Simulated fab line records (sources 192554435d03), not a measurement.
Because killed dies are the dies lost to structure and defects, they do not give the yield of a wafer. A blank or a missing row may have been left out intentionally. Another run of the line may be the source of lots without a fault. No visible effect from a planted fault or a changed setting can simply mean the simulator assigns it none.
Comparing a struck lot with a sound one || flow n5Finfet || 29 out of 1938 route steps
Sound: these wafers, L931.1, L931.3, L931.6. Struck: wafers L922.2, L922.3, L922.5. Last of all comes the cause.
At each step with rows: each side's tool, then ch and its chambers, then its first start. Under that, the readings that differ: sound wafers || struck wafers || difference of the means || sigmas: that difference in standard deviations of wafers without a fault.
alike: same words and numbers on both sides, and readings whose means sit less than 2 such deviations apart. not compared: any withheld reading, any reading some wafer has no value for, any bound like >300 that may hide the same value, and any number with overlapping values for which the record gives no deviation.
Wherever a step has rows on one side only, a row that says differs or no value, or a row with sigmas, the two part there. Numbers that don't overlap but have no deviation are shown without sigmas and don't part them. A reading that every wafer of one side lacks parts them only if that side has two wafers or more.

N5_BEOL_M6_ETCH_72: etches underlayer in N2/H2, target depth 6.5 nm, time 5.2 s.
  sound on rieDiel-04 ch 1,2, day 14 11:50; struck on rieDiel-03 ch 1,3, day 12 03:26
  alike: chamberPressureMTorr, drypumpMotorCurrentA, etchRfOnTimeS, oesProductAu, rfVppV, showerheadPlenumPTorr, throttleValvePct
  not compared: rfHoursCounterH
then, 4 steps without rows for these wafers: N5_BEOL_M6_ETCH_65 (etches SiARC in CF4, target depth 15.6 nm, time 26 s); N5_BEOL_M6_ETCH_66 (etches SOC in N2/H2, target depth 80 nm, overetch 16 nm, time 120 s); N5_BEOL_M6_STRIP_69 (strips in N2/H2); N5_BEOL_M6_STRIP_73 (strips in N2/H2).
N5_BEOL_M6_VIA_ETCH_34: etches SiCOH lowk in C4F6/O2, target depth 126.3 nm, time 50.9 s.
  sound on rieDiel-04 ch 1,2, day 14 11:59; struck on rieDiel-03 ch 1,3, day 12 03:35
{"reading": "throttleValvePct (%)", "sound": "20.56 20.74 20.56", "struck": "21.23 20.90 21.23", "difference": "+0.50", "sigmas": "+2"}
  alike: chamberPressureMTorr, drypumpMotorCurrentA, mfcArSccm, oesProductAu, rfVppV, showerheadPlenumPTorr
  not compared: rfHoursCounterH
then, 1 step without rows for these wafers: N5_BEOL_M6_STRIP_76 (strips in C4F6/O2).
N5_BEOL_M6_STRIP_36: strips in N2/H2.
  sound on rieDiel-04 ch 1,2, day 14 12:02; struck on rieDiel-03 ch 1,3, day 12 03:38
  alike: biasPowerW, chamberPressureMTorr, drypumpMotorCurrentA, oesProductAu, rfVppV, showerheadPlenumPTorr, throttleValvePct
  not compared: rfHoursCounterH
then, 3 steps without rows for these wafers: N5_BEOL_M6_TRENCH_ETCH_37 (etches SiCOH lowk in C4F6/O2, target depth 94.435 nm, time 31.5 s); N5_BEOL_M6_ETCH_41 (etches SiCN in CH3F/O2, target depth 29.7 nm, time 52 s); N5_BEOL_M6_STRIP_80 (strips in N2/H2, time 10 s).
N5_BEOL_M6_OCD_MEAS_38:
  sound: ocd-01 at day 14 12:14; struck: ocd-02 at day 12 03:50
  alike: trenchDepthNm
N5_BEOL_M6_HM_STRIP_39: strips TiN in peroxide tin strip, target depth 25 nm, time 158 s.
  sound on wetBench-04 ch 1,3,4, day 14 12:16; struck on wetBench-06 ch 0,1,7, day 12 03:52
  no value came back on the struck wafers for bathGuardTempC (C), bathHeatDutyPct (%); on the sound wafers bathGuardTempC (C) reads 49.3 49.8 50.3
{"reading": "model.TiN_of_BEOL_M6_HM_DEP_02.thkNm (nm)", "sound": "0 0 0", "struck": "17.2 17.4 17.4", "difference": "+17.3", "sigmas": ""}
then, 1 step without rows for these wafers: N5_BEOL_M6_SRD_40 (time 30 s).
N5_BEOL_M6_PRECLEAN_42: cleans in residue remover, time 60 s.
  sound on wetBench-04 ch 1,3,4, day 14 12:20; struck on wetBench-06 ch 0,1,7, day 12 03:56
{"reading": "model.TiN_of_BEOL_M6_HM_DEP_02.thkNm (nm)", "sound": "0 0 0", "struck": "6.2 6.4 6.4", "difference": "+6.3", "sigmas": ""}
then, 1 step without rows for these wafers: N5_BEOL_M6_SRD_43 (time 30 s).
N5_BEOL_M6_CD_MEAS_35: target cd 40 nm, target cd y 28 nm.
  sound: cdSem-03 at day 14 12:23; struck: cdSem-01 at day 12 03:59
  alike: cdNm
then, 3 steps without rows for these wafers: N5_BEOL_M6_CURE_75 (cures SiCOH lowk, time 120 s); N5_BEOL_M6_DEGAS_44 (time 60 s); N5_BEOL_M6_PRE_CLEAN_45 (time 30 s).
N5_BEOL_M6_ALD_77: deposits TaN, target thk 2 nm, pulse time 2 s, purge time 3 s.
  sound on aldMetal-01 ch 0,2,3, day 14 13:42; struck on aldMetal-01 ch 0,1,2, day 12 04:27
  alike: heaterPowerW
then, 4 steps without rows for these wafers: N5_BEOL_M6_SURFACE_TREAT_79; N5_BEOL_M6_CVD_78 (deposits Co from CCTBA/H2, target thk 2 nm, time 142.3 s); N5_BEOL_M6_SPUTTER_48 (material Cu, target thk 10 nm, time 1.667 s); N5_BEOL_M6_ECD_50 (material Cu, target thk 300 nm).
N5_BEOL_M6_ANNEAL_51: time 90 s.
  sound on rtpAnneal-02 ch 0, day 14 15:02; struck on rtpAnneal-01 ch 0, day 12 06:17
  alike: wafer_temp_C_max
N5_BEOL_M6_CMP_52: polishes, stops on SiCOH lowk, t overpolish 6.9 s, target thk 80 nm.
  sound on cmp-03 ch 0,1, day 14 15:20; struck on cmp-03 ch 1,2,3, day 12 06:37
{"reading": "barrierFieldEndpointS (s)", "sound": "28.7 28.2 28.7", "struck": "37.2 36.8 37.9", "difference": "+8.8", "sigmas": "+14"}
  alike: motorCurrentA
N5_BEOL_M6_THK_MEAS_53: measures by xrf.
  sound: filmMetro-02 at day 14 15:37; struck: filmMetro-01 at day 12 06:50
  alike: M6_THK
-- the record jumps here: 4 days lie between the struck wafers' starts before and after (it left off in module BEOL_M6 and takes up again in module PASSIVATION, whose first step shown is number 1936 of the route) --
N5_PASSIVATION_PROBE_49:
  rows exist in the record for the struck wafers here (prober-02, day 15 21:28), but not for the sound ones

== WHERE THEY PART ==
Earliest at N5_BEOL_M6_VIA_ETCH_34; latest, in this record, at N5_PASSIVATION_PROBE_49.

WHY: what the simulator had put in
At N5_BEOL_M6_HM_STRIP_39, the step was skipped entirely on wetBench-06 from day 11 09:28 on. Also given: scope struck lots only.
